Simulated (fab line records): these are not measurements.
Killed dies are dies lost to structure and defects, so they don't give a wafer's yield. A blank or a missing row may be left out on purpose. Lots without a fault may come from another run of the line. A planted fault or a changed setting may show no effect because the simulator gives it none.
Which tool was responsible? ; flow nandHarc ; Sampling: 12 lots, 36 wafers, 4 of 1159 route steps

== WHAT THE GAUGES READ, wafer by wafer ==
No reading from a measuring or inspecting step in the record can be judged against a usual standard deviation.

== WHAT TOOL EACH LOT RAN ON (gives the tool, then ch and the chambers of the sampled wafers, and finally the start) ==
lot;NHARC_A_STAIRCASE_TRIM_191;NHARC_A_STAIRCASE_TRIM_193;NHARC_A_STAIRCASE_ETCH_197;NHARC_A_STAIRCASE_ETCH_199
L142;rieDiel-07 ch 0,1,2, day 11 09:23 or earlier;rieDiel-07 ch 2,3, day 11 09:23 or earlier;rieDiel-02 ch 1,2, day 11 09:23 or earlier;rieDiel-02 ch 1,2, day 11 09:23
L141;rieDiel-02 ch 2,3, day 11 11:28 or earlier;rieDiel-02 ch 1,2,3, day 11 11:28 or earlier;rieDiel-07 ch 0,1,3, day 11 11:28 or earlier;rieDiel-07 ch 0,1,2, day 11 11:28
L144;rieDiel-07 ch 0,1,2, day 11 15:18 or earlier;rieDiel-07 ch 0,1,2, day 11 15:18 or earlier;rieDiel-01 ch 0,2,3, day 11 15:18 or earlier;rieDiel-01 ch 0,1, day 11 15:18
L152;rieDiel-01 ch 1,2, day 13 11:14 or earlier;rieDiel-01 ch 2,3, day 13 11:14 or earlier;rieDiel-02 ch 0,3, day 13 11:14 or earlier;rieDiel-02 ch 0,2, day 13 11:14
L153;rieDiel-01 ch 1,2,3, day 14 00:54 or earlier;rieDiel-01 ch 1,2, day 14 00:54 or earlier;rieDiel-02 ch 0,2,3, day 14 00:54 or earlier;rieDiel-02 ch 0,2,3, day 14 00:54
L154;rieDiel-07 ch 1,2,3, day 14 05:47 or earlier;rieDiel-07 ch 0,2,3, day 14 05:47 or earlier;rieDiel-02 ch 0,1,2, day 14 05:47 or earlier;rieDiel-02 ch 0,1,3, day 14 05:47
L158;rieDiel-07 ch 0,2,3, day 15 08:35 or earlier;rieDiel-07 ch 2,3, day 15 08:35 or earlier;rieDiel-07 ch 0,3, day 15 08:35 or earlier;rieDiel-07 ch 1,2,3, day 15 08:35
L159;rieDiel-01 ch 0,1,2, day 15 12:22 or earlier;rieDiel-01 ch 1,2,3, day 15 12:22 or earlier;rieDiel-01 ch 0,1,2, day 15 12:22 or earlier;rieDiel-01 ch 0,1,3, day 15 12:22
L160;rieDiel-01 ch 0,2,3, day 15 14:18 or earlier;rieDiel-01 ch 1,3, day 15 14:18 or earlier;rieDiel-01 ch 0,3, day 15 14:18 or earlier;rieDiel-01 ch 1,2, day 15 14:18
L161;rieDiel-07 ch 1,2, day 15 23:46 or earlier;rieDiel-07 ch 1,3, day 15 23:46 or earlier;rieDiel-07 ch 0,1,2, day 15 23:46 or earlier;rieDiel-07 ch 1,3, day 15 23:46
L164;rieDiel-01 ch 1,2,3, day 16 08:14 or earlier;rieDiel-01 ch 0,2,3, day 16 08:14 or earlier;rieDiel-01 ch 1,3, day 16 08:14 or earlier;rieDiel-01 ch 0,1,3, day 16 08:14
L163;rieDiel-07 ch 0,1,3, day 16 13:52 or earlier;rieDiel-07 ch 0,2,3, day 16 13:52 or earlier;rieDiel-07 ch 0,2,3, day 16 13:52 or earlier;rieDiel-07 ch 0,2,3, day 16 13:52
- NHARC_A_STAIRCASE_TRIM_191: chemistry O2, time 211.2 s.
- NHARC_A_STAIRCASE_TRIM_193: chemistry O2, time 211.2 s.
- NHARC_A_STAIRCASE_ETCH_197: etches the open film in C4F8/O2, target depth 100 nm, time 40.5 s.
- NHARC_A_STAIRCASE_ETCH_199: etches the open film in C4F8/O2, target depth 100 nm, time 40.5 s.

== WHAT THE TOOLS THEMSELVES READ (means of the sampled wafers that have a number; where no wafer has one, the mark that the record gives instead) ==
NHARC_A_STAIRCASE_TRIM_191. Usual: drypumpMotorCurrentA 5.78 A, standard deviation 0.26; oesProductAu 1.006 a.u., standard deviation 0.012; rfVppV 57.7 V, standard deviation 0.87; showerheadPlenumPTorr 3.49 Torr, standard deviation 0.15; throttleValvePct 17.036 %, standard deviation 0.0088.
lot;tool;drypumpMotorCurrentA (A);oesProductAu (a.u.);rfVppV (V);showerheadPlenumPTorr (Torr);throttleValvePct (%);flag
L142;rieDiel-07;5.72;1.019;57.8;3.60;17.032;
L141;rieDiel-02;5.45;1.012;57.5;3.51;17.039;
L144;rieDiel-07;5.72;1.014;58.2;3.60;17.041;
L152;rieDiel-01;5.61;1.005;57.2;3.29;17.030;
L153;rieDiel-01;5.69;1.003;57.3;3.31;17.036;
L154;rieDiel-07;5.94;1.019;58.3;3.60;17.039;
L158;rieDiel-07;5.89;1.008;58.0;3.61;17.047;
L159;rieDiel-01;5.59;1.004;57.8;3.55;17.037;
L160;rieDiel-01;5.78;1.008;57.5;3.56;17.029;
L161;rieDiel-07;5.85;1.013;57.7;3.54;17.039;
L164;rieDiel-01;5.68;1.003;57.9;3.48;17.035;
L163;rieDiel-07;5.81;1.017;59.0;3.63;17.032;

NHARC_A_STAIRCASE_TRIM_193. Usual: drypumpMotorCurrentA 5.76 A, standard deviation 0.26; oesProductAu 1.007 a.u., standard deviation 0.013; rfVppV 57.6 V, standard deviation 0.92; showerheadPlenumPTorr 3.49 Torr, standard deviation 0.14; throttleValvePct 17.035 %, standard deviation 0.0093.
lot;tool;drypumpMotorCurrentA (A);oesProductAu (a.u.);rfVppV (V);showerheadPlenumPTorr (Torr);throttleValvePct (%);flag
L142;rieDiel-07;6.02;1.004;58.2;3.59;17.045;
L141;rieDiel-02;5.75;1.006;56.9;3.52;17.038;
L144;rieDiel-07;5.72;1.009;57.2;3.60;17.034;
L152;rieDiel-01;5.80;1.003;57.3;3.29;17.038;
L153;rieDiel-01;5.48;1.009;57.7;3.31;17.041;
L154;rieDiel-07;5.88;1.009;57.6;3.62;17.043;
L158;rieDiel-07;6.03;0.997;57.8;3.57;17.034;
L159;rieDiel-01;5.70;1.009;58.4;3.48;17.045;
L160;rieDiel-01;5.75;0.997;56.9;3.33;17.029;
L161;rieDiel-07;6.00;1.019;58.2;3.65;17.033;
L164;rieDiel-01;5.80;1.003;58.0;3.55;17.047;
L163;rieDiel-07;5.88;1.018;57.9;3.61;17.029;

NHARC_A_STAIRCASE_ETCH_197. Usual: oesProductAu 0.949 a.u., standard deviation 0.02; rfFwdPowerW 593 W, standard deviation 3.2; rfVppV 895 V, standard deviation 4.6.
lot;tool;oesProductAu (a.u.);rfFwdPowerW (W);rfVppV (V);flag
L142;rieDiel-02;0.939;593;897;
L141;rieDiel-07;0.986;592;901;
L144;rieDiel-01;0.976;594;892;
L152;rieDiel-02;0.920;593;892;
L153;rieDiel-02;0.970;596;894;
L154;rieDiel-02;0.931;593;894;
L158;rieDiel-07;0.941;593;901;
L159;rieDiel-01;0.944;590;897;
L160;rieDiel-01;0.939;592;890;
L161;rieDiel-07;0.964;592;898;
L164;rieDiel-01;0.944;592;888;
L163;rieDiel-07;0.957;594;899;

NHARC_A_STAIRCASE_ETCH_199. Usual: oesProductAu 0.945 a.u., standard deviation 0.015; rfFwdPowerW 593 W, standard deviation 3.1; rfVppV 895 V, standard deviation 4.6.
lot;tool;oesProductAu (a.u.);rfFwdPowerW (W);rfVppV (V);flag
L142;rieDiel-02;0.950;594;897;
L141;rieDiel-07;0.952;592;899;
L144;rieDiel-01;0.949;592;895;
L152;rieDiel-02;0.845;499;895;OFF
L153;rieDiel-02;0.866;495;894;OFF
L154;rieDiel-02;0.835;496;893;OFF
L158;rieDiel-07;0.952;591;899;
L159;rieDiel-01;0.924;593;892;
L160;rieDiel-01;0.952;595;899;
L161;rieDiel-07;0.970;589;899;
L164;rieDiel-01;0.956;592;891;
L163;rieDiel-07;0.958;593;899;

== THE ANSWER, worked out from the rows above alone ==
Rule: a lot is off if the mean of its wafers that have a number lies more than 3 standard deviations from the usual mean. A lot without any number at a reading at which 4 lots or more have one is off too. All remaining lots with rows at the step are treated as sound. After the gauges, taken in route order, come the tools' own readings; for these a lot's mean is taken, as printed above. The first step at which some lot is off is used, and at that step the reading that is off furthest; a lot without a number counts as furthest.
Off, at NHARC_A_STAIRCASE_ETCH_199 on rfFwdPowerW: L152, L153, L154.
If a tool, at that step or one of the process steps before it, ran each lot that is off and ran no sound lot following the first of them, it fits. NHARC_A_STAIRCASE_TRIM_191 gives no start for some lots, so the hours and the order of its lots are those of NHARC_A_STAIRCASE_ETCH_199. NHARC_A_STAIRCASE_TRIM_193 gives no start for some lots, so the hours and the order of its lots are those of NHARC_A_STAIRCASE_ETCH_199. NHARC_A_STAIRCASE_ETCH_197 gives no start for some lots, so the hours and the order of its lots are those of NHARC_A_STAIRCASE_ETCH_199. One fits: NHARC_A_STAIRCASE_ETCH_197 and NHARC_A_STAIRCASE_ETCH_199 on rieDiel-02. At NHARC_A_STAIRCASE_ETCH_197 its last sound lot is L142 (day 11 09:23), its first lot that is off L152 (day 13 11:14): a fault that began between those two fits.

== WHAT THE SIMULATOR HAD INSERTED ==
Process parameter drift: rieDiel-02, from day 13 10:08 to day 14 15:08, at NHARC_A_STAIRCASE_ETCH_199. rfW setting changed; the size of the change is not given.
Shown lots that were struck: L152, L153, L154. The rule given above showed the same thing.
